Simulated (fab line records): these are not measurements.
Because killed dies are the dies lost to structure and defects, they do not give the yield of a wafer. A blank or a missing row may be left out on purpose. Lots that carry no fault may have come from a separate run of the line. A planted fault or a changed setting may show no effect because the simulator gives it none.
A lot that was struck, set against a sound lot	flow n5_finfet	27 steps out of a route of 1938
Sound: the wafers L672.2, L672.3, L672.5. The struck wafers were L684.2, L684.3, L684.6. The cause is given at the end.
Each step with rows lists, per side, the tool, then ch with its chambers, then its first start. Under that, the readings that differ: sound wafers	struck wafers	difference of the means	sigmas: that difference in standard deviations of wafers without a fault.
alike: readings with means less than 2 such deviations apart, plus words and numbers identical on both sides. not compared: withheld readings, readings lacking a value on some wafer, bounds such as >300 that could conceal the same value, and numbers that have no deviation in the record and whose values overlap.
A row with sigmas, a row that says differs or no value, or rows on one side alone: a step with any of these is where the two part. When numbers do not overlap yet have no deviation, they are printed without sigmas and do not part them. Lack of a reading on every wafer of one side parts them only where that side has two or more wafers.

first, 7 steps without rows for these wafers: N5_ZERO_LAYER_COAT_05 (resist thk 1000 nm); N5_ZERO_LAYER_EBR_07; N5_ZERO_LAYER_SOFTBAKE_06 (time 90 s); N5_ZERO_LAYER_EXPOSE_08 (exposes mask ZERO, defocus 0 nm, target cd 2000 nm); N5_ZERO_LAYER_PEB_09; N5_ZERO_LAYER_DEVELOP_10 (develop time 60 s); N5_ZERO_LAYER_HARDBAKE_23 (time 120 s).
N5_ZERO_LAYER_CD_MEAS_11 targets a cd of 2000 nm.
  sound on cd_sem-02 ch 0, day 2 18:40; struck on cd_sem-03 ch 0, day 5 18:46
  alike: cd_nm
N5_ZERO_LAYER_DESCUM_16: chemistry O2, time 7.9 s.
  sound on rie_diel-01 ch 1,3, day 2 18:58; struck on rie_diel-02 ch 0,2, day 5 18:48
  alike: bias_power_w, drypump_motor_current_A, oes_product_au, rf_vpp_V, showerhead_plenum_p_Torr, throttle_valve_pct
  not compared: rf_hours_counter_h
N5_ZERO_LAYER_ETCH_17: etches SiO2 in CF4, target depth 12 nm, time 13.3 s.
  sound on rie_diel-01 ch 1,3, day 2 19:00; struck on rie_diel-02 ch 0,2, day 5 18:50
  alike: cf4_flow_sccm, drypump_motor_current_A, oes_product_au, rf_vpp_V, showerhead_plenum_p_Torr, throttle_valve_pct
  not compared: rf_hours_counter_h
N5_ZERO_LAYER_ETCH_18: etches Si in HBr/Cl2, target depth 120 nm, time 40 s.
  sound on rie_si-05 ch 2,3, day 2 19:05; struck on rie_si-06 ch 0,1,2, day 5 18:55
  alike: drypump_motor_current_A, oes_product_au, throttle_valve_pct
  not compared: rf_hours_counter_h
N5_ZERO_LAYER_STRIP_24: strips in O2.
  sound on plasma_asher-02 ch 0,1, day 2 19:11; struck on plasma_asher-02 ch 0,1, day 5 19:01
  alike: drypump_motor_current_A, heater_power_w, oes_product_au, strip_time_to_endpoint_s
  not compared: rf_hours_counter_h
N5_ZERO_LAYER_STRIP_19: strips in SPM, time 900 s.
  sound on wet_bench-01 ch 0,5,6, day 2 19:16; struck on wet_bench-06 ch 0,3,5, day 5 19:06
N5_ZERO_LAYER_INSPECT_20: inspects for defects (darkfield).
  sound on defect_inspect-01 at day 2 19:32; struck on defect_inspect-02 at day 5 19:23
reading	sound	struck	difference	sigmas
raw_defect_count	29 39 62	1480 1492 1448	+1430	+89
then, 8 steps without rows for these wafers: N5_WELL_APT_HMDS_01 (time 60 s); N5_WELL_APT_COAT_02 (resist thk 950 nm); N5_WELL_APT_EBR_04; N5_WELL_APT_SOFTBAKE_03 (time 60 s); N5_WELL_APT_EXPOSE_05 (exposes mask NWELL, defocus 0 nm, target cd 200 nm); N5_WELL_APT_PEB_06 (peb time 90 s); N5_WELL_APT_DEVELOP_07 (develop time 45 s); N5_WELL_APT_HARDBAKE_12 (time 120 s).
N5_WELL_APT_CD_MEAS_08 targets a cd of 200 nm.
  sound on cd_sem-02 ch 0, day 2 19:51; struck on cd_sem-02 ch 0, day 5 19:41
  alike: cd_nm
N5_WELL_APT_OVL_MEAS_09:
  sound on overlay-01 ch 0, day 2 19:53; struck on overlay-01 ch 0, day 5 19:43
  alike: NWELL_OVL
N5_WELL_APT_INSPECT_10: inspects for defects (macro).
  sound on defect_inspect-01 at day 2 19:54; struck on defect_inspect-02 at day 5 19:44
reading	sound	struck	difference	sigmas
raw_defect_count	2 0 1	>300 >300 >300	differs	
N5_WELL_APT_DESCUM_13: chemistry O2, time 7.9 s.
  sound on rie_diel-04 ch 1,2,3, day 2 19:56; struck on rie_diel-04 ch 0,3, day 5 19:46
  alike: bias_power_w, drypump_motor_current_A, oes_product_au, rf_vpp_V, showerhead_plenum_p_Torr, throttle_valve_pct
  not compared: rf_hours_counter_h
-- here the record skips 11 days between the struck wafers' starts before and after, leaving off in module WELL_APT and picking up in module PASSIVATION (first step shown: number 1936 of the route) --
N5_PASSIVATION_PROBE_49:
  sound on prober-01 at day 13 23:02; struck on prober-01 at day 16 21:37
reading	sound	struck	difference	sigmas
killed_at_front_end	35 15 39	145 130 183	+123	+11
killed_dies	110 94 101	197 183 254	+110	+6
killed_on_rim	14 12 15	32 24 27	+14	+3
  alike: killed_at_M0_to_M3, killed_at_M4_up, killed_at_contacts, killed_at_other, killed_open, killed_short

== WHERE THEY PART ==
Last at N5_PASSIVATION_PROBE_49 as far as this record goes, first at N5_ZERO_LAYER_INSPECT_20.

WHY: whatever the simulator had introduced
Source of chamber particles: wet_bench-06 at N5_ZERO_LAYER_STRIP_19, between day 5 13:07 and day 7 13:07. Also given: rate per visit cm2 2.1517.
